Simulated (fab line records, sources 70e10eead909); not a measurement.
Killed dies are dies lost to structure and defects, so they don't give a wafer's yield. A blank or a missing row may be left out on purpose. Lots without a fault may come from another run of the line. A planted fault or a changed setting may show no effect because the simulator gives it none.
Which tool did it? | flow nand_harc | 24 lots, 72 wafers sampled, at 6 steps of a route of 1302

WHAT THE GAUGES READ, wafer by wafer
The record holds no reading of a measuring or inspecting step that can be judged against a usual standard deviation.

WHICH TOOL RAN EACH LOT (tool, then ch and the chambers of the sampled wafers, then the start)
lot  | NHARC_A_STAIRCASE_TRIM_14      | NHARC_A_STAIRCASE_ETCH_21      | NHARC_A_STAIRCASE_ETCH_23      | NHARC_A_STAIRCASE_TRIM_189     | NHARC_A_STAIRCASE_ETCH_190     | NHARC_A_STAIRCASE_ETCH_221
L074 | rie_diel-09 ch 0,2, no start   | rie_diel-09 ch 0,1,2, no start | rie_diel-09 ch 0,2, no start   | rie_diel-01 ch 1,3, no start   | rie_diel-01 ch 0,1, no start   | rie_diel-09 ch 1,3, no start
L075 | rie_diel-09 ch 0,1,2, no start | rie_diel-01 ch 2,3, no start   | rie_diel-01 ch 2,3, no start   | rie_diel-06 ch 0,1,2, no start | rie_diel-06 ch 1,3, no start   | rie_diel-09 ch 0,1,3, no start
L078 | rie_diel-06 ch 0,2,3, no start | rie_diel-09 ch 1,2,3, no start | rie_diel-09 ch 1,3, no start   | rie_diel-06 ch 0,1,3, no start | rie_diel-06 ch 0,2,3, no start | rie_diel-06 ch 0,1,3, no start
L077 | rie_diel-06 ch 0,2,3, no start | rie_diel-06 ch 1,2, no start   | rie_diel-06 ch 0,2, no start   | rie_diel-06 ch 1,3, no start   | rie_diel-06 ch 0,1, no start   | rie_diel-01 ch 1,2,3, no start
L076 | rie_diel-06 ch 0,1, no start   | rie_diel-06 ch 0,1, no start   | rie_diel-06 ch 0,1,2, no start | rie_diel-09 ch 1,2,3, no start | rie_diel-09 ch 1,2, no start   | rie_diel-09 ch 1,2, no start
L079 | rie_diel-01 ch 0,2, no start   | rie_diel-01 ch 0,2,3, no start | rie_diel-01 ch 0,3, no start   | rie_diel-06 ch 0,1, no start   | rie_diel-06 ch 2,3, no start   | rie_diel-01 ch 0,2, no start
L080 | rie_diel-01 ch 0,1,3, no start | rie_diel-01 ch 1,2,3, no start | rie_diel-01 ch 0,1,2, no start | rie_diel-06 ch 1,2, no start   | rie_diel-06 ch 0,3, no start   | rie_diel-09 ch 0,1,2, no start
L081 | rie_diel-01 ch 1,2,3, no start | rie_diel-01 ch 0,1, no start   | rie_diel-01 ch 0,1, no start   | rie_diel-01 ch 0,1,2, no start | rie_diel-01 ch 1,2,3, no start | rie_diel-06 ch 0,1,3, no start
L082 | rie_diel-01 ch 0,2,3, no start | rie_diel-01 ch 0,1, no start   | rie_diel-01 ch 0,1,2, no start | rie_diel-01 ch 0,2,3, no start | rie_diel-01 ch 2,3, no start   | rie_diel-01 ch 2,3, no start
L083 | rie_diel-06 ch 0,2,3, no start | rie_diel-06 ch 0,2,3, no start | rie_diel-06 ch 0,2,3, no start | rie_diel-06 ch 0,3, no start   | rie_diel-06 ch 0,1, no start   | rie_diel-01 ch 1,2,3, no start
L085 | rie_diel-01 ch 0,1, no start   | rie_diel-01 ch 0,2, no start   | rie_diel-01 ch 0,1,2, no start | rie_diel-06 ch 1,3, no start   | rie_diel-06 ch 1,2, no start   | rie_diel-01 ch 0,1,3, no start
L084 | rie_diel-09 ch 1,2,3, no start | rie_diel-09 ch 1,2,3, no start | rie_diel-09 ch 1,2,3, no start | rie_diel-01 ch 0,1,2, no start | rie_diel-01 ch 2,3, no start   | rie_diel-06 ch 0,1, no start
L087 | rie_diel-09 ch 1,2,3, no start | rie_diel-06 ch 1,2,3, no start | rie_diel-06 ch 1,2,3, no start | rie_diel-01 ch 0,1,3, no start | rie_diel-01 ch 1,2,3, no start | rie_diel-09 ch 0,2,3, no start
L086 | rie_diel-01 ch 1,2,3, no start | rie_diel-09 ch 2,3, no start   | rie_diel-09 ch 1,2,3, no start | rie_diel-06 ch 1,2,3, no start | rie_diel-06 ch 0,1,3, no start | rie_diel-01 ch 0,2,3, no start
L089 | rie_diel-01 ch 1,2, no start   | rie_diel-01 ch 0,2,3, no start | rie_diel-01 ch 0,1,2, no start | rie_diel-09 ch 1,2,3, no start | rie_diel-09 ch 1,2, no start   | rie_diel-09 ch 1,2,3, no start
L088 | rie_diel-06 ch 0,2,3, no start | rie_diel-06 ch 0,2,3, no start | rie_diel-06 ch 0,1,3, no start | rie_diel-06 ch 0,1,3, no start | rie_diel-06 ch 0,1,3, no start | rie_diel-01 ch 0,1,2, no start
L090 | rie_diel-06 ch 0,2,3, no start | rie_diel-09 ch 0,1,3, no start | rie_diel-09 ch 0,1,2, no start | rie_diel-09 ch 0,1,2, no start | rie_diel-09 ch 0,1,2, no start | rie_diel-09 ch 0,1,2, no start
L091 | rie_diel-01 ch 0,1,3, no start | rie_diel-01 ch 0,2,3, no start | rie_diel-01 ch 1,2,3, no start | rie_diel-01 ch 0,2,3, no start | rie_diel-01 ch 1,2,3, no start | rie_diel-06 ch 1,2, no start
L092 | rie_diel-01 ch 1,3, no start   | rie_diel-09 ch 1,2,3, no start | rie_diel-09 ch 0,1, no start   | rie_diel-01 ch 0,2,3, no start | rie_diel-01 ch 1,2, no start   | rie_diel-01 ch 1,3, no start
L093 | rie_diel-01 ch 0,1,2, no start | rie_diel-01 ch 0,1,3, no start | rie_diel-01 ch 1,3, no start   | rie_diel-06 ch 0,1,2, no start | rie_diel-06 ch 0,1,3, no start | rie_diel-01 ch 0,1,3, no start
L095 | rie_diel-06 ch 0,1,3, no start | rie_diel-06 ch 0,2,3, no start | rie_diel-06 ch 0,1,3, no start | rie_diel-01 ch 0,2,3, no start | rie_diel-01 ch 0,1,3, no start | rie_diel-06 ch 0,1,2, no start
L094 | rie_diel-01 ch 0,1, no start   | rie_diel-01 ch 1,2, no start   | rie_diel-01 ch 0,1,2, no start | rie_diel-06 ch 0,2, no start   | rie_diel-06 ch 1,2, no start   | rie_diel-09 ch 2,3, no start
L096 | rie_diel-09 ch 0,1,3, no start | rie_diel-01 ch 0,1,2, no start | rie_diel-01 ch 0,2, no start   | rie_diel-06 ch 0,3, no start   | rie_diel-06 ch 0,1,2, no start | rie_diel-01 ch 0,3, no start
L097 | rie_diel-01 ch 0,1,3, no start | rie_diel-01 ch 2,3, no start   | rie_diel-01 ch 0,1,3, no start | rie_diel-09 ch 0,2, no start   | rie_diel-09 ch 1,2, no start   | rie_diel-09 ch 2,3, no start
- NHARC_A_STAIRCASE_TRIM_14: chemistry O2, time 211.2 s.
- NHARC_A_STAIRCASE_ETCH_21: etches the open film in C4F8/O2, target depth 100 nm, time 40.5 s.
- NHARC_A_STAIRCASE_ETCH_23: etches the open film in C4F8/O2, target depth 100 nm, time 40.5 s.
- NHARC_A_STAIRCASE_TRIM_189: chemistry O2, time 211.2 s.
- NHARC_A_STAIRCASE_ETCH_190: etches the open film in C4F8/O2, target depth 100 nm, time 40.5 s.
- NHARC_A_STAIRCASE_ETCH_221: etches the open film in C4F8/O2, target depth 100 nm, time 40.5 s.

WHAT THE TOOLS THEMSELVES READ (means of the sampled wafers that have a number; where no wafer has one, the mark that the record gives instead)
NHARC_A_STAIRCASE_TRIM_14.
lot  | tool        | drypump_motor_current_A (A) | oes_product_au (a.u.) | rf_vpp_V (V) | showerhead_plenum_p_Torr (Torr) | throttle_valve_pct (%)
L074 | rie_diel-09 | 5.8                         | 0.987                 | 57.5         | 3.49                            | 17.030
L075 | rie_diel-09 | 5.9                         | 0.997                 | 57.9         | 3.44                            | 17.041
L078 | rie_diel-06 | 5.6                         | 1.000                 | 57.3         | 3.47                            | 17.031
L077 | rie_diel-06 | 5.5                         | 0.998                 | 57.4         | 3.47                            | 17.033
L076 | rie_diel-06 | 5.8                         | 1.006                 | 57.5         | 3.57                            | 17.046
L079 | rie_diel-01 | 5.8                         | 0.999                 | 57.5         | 3.38                            | 17.044
L080 | rie_diel-01 | 5.3                         | 1.004                 | 57.8         | 3.47                            | 17.036
L081 | rie_diel-01 | 5.3                         | 0.996                 | 58.8         | 3.42                            | 17.037
L082 | rie_diel-01 | 5.6                         | 1.002                 | 56.9         | 3.38                            | 17.033
L083 | rie_diel-06 | 5.6                         | 0.997                 | 56.6         | 3.46                            | 17.034
L085 | rie_diel-01 | 5.1                         | 1.002                 | 57.6         | 3.55                            | 17.035
L084 | rie_diel-09 | 6.0                         | 0.999                 | 57.4         | 3.50                            | 17.039
L087 | rie_diel-09 | 5.9                         | 0.998                 | 57.3         | 3.49                            | 17.045
L086 | rie_diel-01 | 5.3                         | 1.007                 | 56.9         | 3.42                            | 17.040
L089 | rie_diel-01 | 5.5                         | 0.995                 | 57.2         | 3.41                            | 17.033
L088 | rie_diel-06 | 5.6                         | 1.005                 | 57.9         | 3.45                            | 17.032
L090 | rie_diel-06 | 5.6                         | 1.006                 | 56.7         | 3.45                            | 17.040
L091 | rie_diel-01 | 5.3                         | 1.007                 | 57.9         | 3.46                            | 17.039
L092 | rie_diel-01 | 5.1                         | 1.005                 | 58.0         | 3.41                            | 17.038
L093 | rie_diel-01 | 5.5                         | 0.994                 | 58.0         | 3.45                            | 17.034
L095 | rie_diel-06 | 5.8                         | 1.003                 | 57.5         | 3.46                            | 17.041
L094 | rie_diel-01 | 5.1                         | 1.001                 | 57.5         | 3.53                            | 17.041
L096 | rie_diel-09 | 5.9                         | 0.995                 | 57.4         | 3.42                            | 17.038
L097 | rie_diel-01 | 5.2                         | 1.005                 | 57.1         | 3.44                            | 17.037

NHARC_A_STAIRCASE_ETCH_21.
lot  | tool        | oes_product_au (a.u.) | rf_vpp_V (V)
L074 | rie_diel-09 | 0.936                 | 893
L075 | rie_diel-01 | 0.931                 | 889
L078 | rie_diel-09 | 0.940                 | 895
L077 | rie_diel-06 | 0.939                 | 899
L076 | rie_diel-06 | 0.944                 | 896
L079 | rie_diel-01 | 0.945                 | 891
L080 | rie_diel-01 | 0.946                 | 893
L081 | rie_diel-01 | 0.949                 | 897
L082 | rie_diel-01 | 0.949                 | 897
L083 | rie_diel-06 | 0.943                 | 894
L085 | rie_diel-01 | 0.943                 | 891
L084 | rie_diel-09 | 0.934                 | 895
L087 | rie_diel-06 | 0.968                 | 895
L086 | rie_diel-09 | 0.959                 | 897
L089 | rie_diel-01 | 0.947                 | 891
L088 | rie_diel-06 | 0.936                 | 894
L090 | rie_diel-09 | 0.948                 | 892
L091 | rie_diel-01 | 0.945                 | 890
L092 | rie_diel-09 | 0.968                 | 895
L093 | rie_diel-01 | 0.950                 | 893
L095 | rie_diel-06 | 0.956                 | 894
L094 | rie_diel-01 | 0.954                 | 895
L096 | rie_diel-01 | 0.965                 | 894
L097 | rie_diel-01 | 0.944                 | 888

NHARC_A_STAIRCASE_ETCH_23.
lot  | tool        | oes_product_au (a.u.) | rf_vpp_V (V)
L074 | rie_diel-09 | 0.935                 | 895
L075 | rie_diel-01 | 0.944                 | 889
L078 | rie_diel-09 | 0.927                 | 896
L077 | rie_diel-06 | 0.933                 | 895
L076 | rie_diel-06 | 0.929                 | 897
L079 | rie_diel-01 | 0.937                 | 892
L080 | rie_diel-01 | 0.944                 | 894
L081 | rie_diel-01 | 0.949                 | 895
L082 | rie_diel-01 | 0.950                 | 893
L083 | rie_diel-06 | 0.950                 | 893
L085 | rie_diel-01 | 0.941                 | 893
L084 | rie_diel-09 | 0.934                 | 896
L087 | rie_diel-06 | 0.954                 | 895
L086 | rie_diel-09 | 0.947                 | 894
L089 | rie_diel-01 | 0.938                 | 892
L088 | rie_diel-06 | 0.944                 | 893
L090 | rie_diel-09 | 0.941                 | 891
L091 | rie_diel-01 | 0.943                 | 892
L092 | rie_diel-09 | 0.948                 | 889
L093 | rie_diel-01 | 0.940                 | 892
L095 | rie_diel-06 | 0.949                 | 894
L094 | rie_diel-01 | 0.949                 | 893
L096 | rie_diel-01 | 0.951                 | 890
L097 | rie_diel-01 | 0.949                 | 893

NHARC_A_STAIRCASE_TRIM_189.
lot  | tool        | drypump_motor_current_A (A) | oes_product_au (a.u.) | rf_vpp_V (V) | showerhead_plenum_p_Torr (Torr) | throttle_valve_pct (%)
L074 | rie_diel-01 | 5.0                         | 0.997                 | 57.4         | 3.53                            | 17.039
L075 | rie_diel-06 | 5.6                         | 1.010                 | 57.5         | 3.56                            | 17.034
L078 | rie_diel-06 | 5.8                         | 1.011                 | 57.1         | 3.49                            | 17.049
L077 | rie_diel-06 | 5.9                         | 0.996                 | 57.6         | 3.47                            | 17.039
L076 | rie_diel-09 | 5.9                         | 0.994                 | 57.9         | 3.51                            | 17.043
L079 | rie_diel-06 | 5.8                         | 1.008                 | 58.1         | 3.52                            | 17.036
L080 | rie_diel-06 | 5.5                         | 1.001                 | 58.3         | 3.59                            | 17.038
L081 | rie_diel-01 | 5.5                         | 1.003                 | 58.2         | 3.46                            | 17.036
L082 | rie_diel-01 | 5.6                         | 0.996                 | 57.0         | 3.38                            | 17.036
L083 | rie_diel-06 | 5.8                         | 1.006                 | 57.7         | 3.43                            | 17.036
L085 | rie_diel-06 | 5.9                         | 0.995                 | 57.9         | 3.46                            | 17.039
L084 | rie_diel-01 | 5.4                         | 1.000                 | 57.0         | 3.46                            | 17.040
L087 | rie_diel-01 | 5.3                         | 0.999                 | 58.2         | 3.46                            | 17.042
L086 | rie_diel-06 | 5.6                         | 1.000                 | 57.7         | 3.51                            | 17.047
L089 | rie_diel-09 | 5.9                         | 0.997                 | 57.6         | 3.49                            | 17.040
L088 | rie_diel-06 | 5.8                         | 1.012                 | 57.4         | 3.47                            | 17.040
L090 | rie_diel-09 | 5.9                         | 1.008                 | 58.7         | 3.41                            | 17.034
L091 | rie_diel-01 | 5.6                         | 1.003                 | 57.4         | 3.37                            | 17.034
L092 | rie_diel-01 | 5.6                         | 1.000                 | 57.7         | 3.36                            | 17.034
L093 | rie_diel-06 | 5.5                         | 1.007                 | 58.1         | 3.52                            | 17.032
L095 | rie_diel-01 | 5.7                         | 1.003                 | 56.9         | 3.36                            | 17.046
L094 | rie_diel-06 | 5.5                         | 1.003                 | 58.4         | 3.47                            | 17.044
L096 | rie_diel-06 | 5.9                         | 0.998                 | 57.9         | 3.39                            | 17.040
L097 | rie_diel-09 | 5.7                         | 0.998                 | 57.0         | 3.39                            | 17.036

NHARC_A_STAIRCASE_ETCH_190.
lot  | tool        | oes_product_au (a.u.) | rf_vpp_V (V)
L074 | rie_diel-01 | 0.933                 | 896
L075 | rie_diel-06 | 0.940                 | 894
L078 | rie_diel-06 | 0.941                 | 894
L077 | rie_diel-06 | 0.943                 | 897
L076 | rie_diel-09 | 0.924                 | 893
L079 | rie_diel-06 | 0.958                 | 893
L080 | rie_diel-06 | 0.952                 | 892
L081 | rie_diel-01 | 0.948                 | 893
L082 | rie_diel-01 | 0.941                 | 888
L083 | rie_diel-06 | 0.950                 | 897
L085 | rie_diel-06 | 0.938                 | 896
L084 | rie_diel-01 | 0.932                 | 889
L087 | rie_diel-01 | 0.940                 | 892
L086 | rie_diel-06 | 0.951                 | 894
L089 | rie_diel-09 | 0.941                 | 895
L088 | rie_diel-06 | 0.954                 | 894
L090 | rie_diel-09 | 0.936                 | 892
L091 | rie_diel-01 | 0.940                 | 891
L092 | rie_diel-01 | 0.950                 | 891
L093 | rie_diel-06 | 0.954                 | 894
L095 | rie_diel-01 | 0.955                 | 893
L094 | rie_diel-06 | 0.938                 | 898
L096 | rie_diel-06 | 0.954                 | 895
L097 | rie_diel-09 | 0.937                 | 891

NHARC_A_STAIRCASE_ETCH_221.
lot  | tool        | oes_product_au (a.u.) | rf_vpp_V (V)
L074 | rie_diel-09 | 0.916                 | 897
L075 | rie_diel-09 | 0.931                 | 893
L078 | rie_diel-06 | 0.926                 | 896
L077 | rie_diel-01 | 0.958                 | 892
L076 | rie_diel-09 | 0.941                 | 894
L079 | rie_diel-01 | 0.947                 | 892
L080 | rie_diel-09 | 0.914                 | 891
L081 | rie_diel-06 | 0.961                 | 895
L082 | rie_diel-01 | 0.926                 | 889
L083 | rie_diel-01 | 0.927                 | 893
L085 | rie_diel-01 | 0.937                 | 892
L084 | rie_diel-06 | 0.931                 | 897
L087 | rie_diel-09 | 0.928                 | 894
L086 | rie_diel-01 | 0.953                 | 889
L089 | rie_diel-09 | 0.950                 | 895
L088 | rie_diel-01 | 0.948                 | 893
L090 | rie_diel-09 | 0.934                 | 891
L091 | rie_diel-06 | 0.937                 | 896
L092 | rie_diel-01 | 0.938                 | 895
L093 | rie_diel-01 | 0.927                 | 892
L095 | rie_diel-06 | 0.950                 | 896
L094 | rie_diel-09 | 0.955                 | 895
L096 | rie_diel-01 | 0.944                 | 892
L097 | rie_diel-09 | 0.955                 | 896

THE ANSWER, worked out from the rows above alone
Rule: what is usual is taken from the lots themselves. Put in order of their means at a reading, lots are off if they are a third of the lots or fewer, leave a main group of 4 or more, and stand apart from it by a gap of 3 or more times the standard deviation of the main group's means; of several such gaps the widest counts. A main group whose means are all the same, to the digits that the tables above print for the reading, isn't used. A lot without any number at a reading at which 4 lots or more have one is off too. The other lots that the step has rows for count as sound. The gauges are gone through in route order, then the tools' own readings, and for those a lot's mean is taken as printed above. The first step at which some lot is off is used, and at that step the reading that is off furthest; a lot without a number counts as furthest.
No lot is off at any reading shown: from this, nothing can be told.

WHAT THE SIMULATOR HAD PUT IN
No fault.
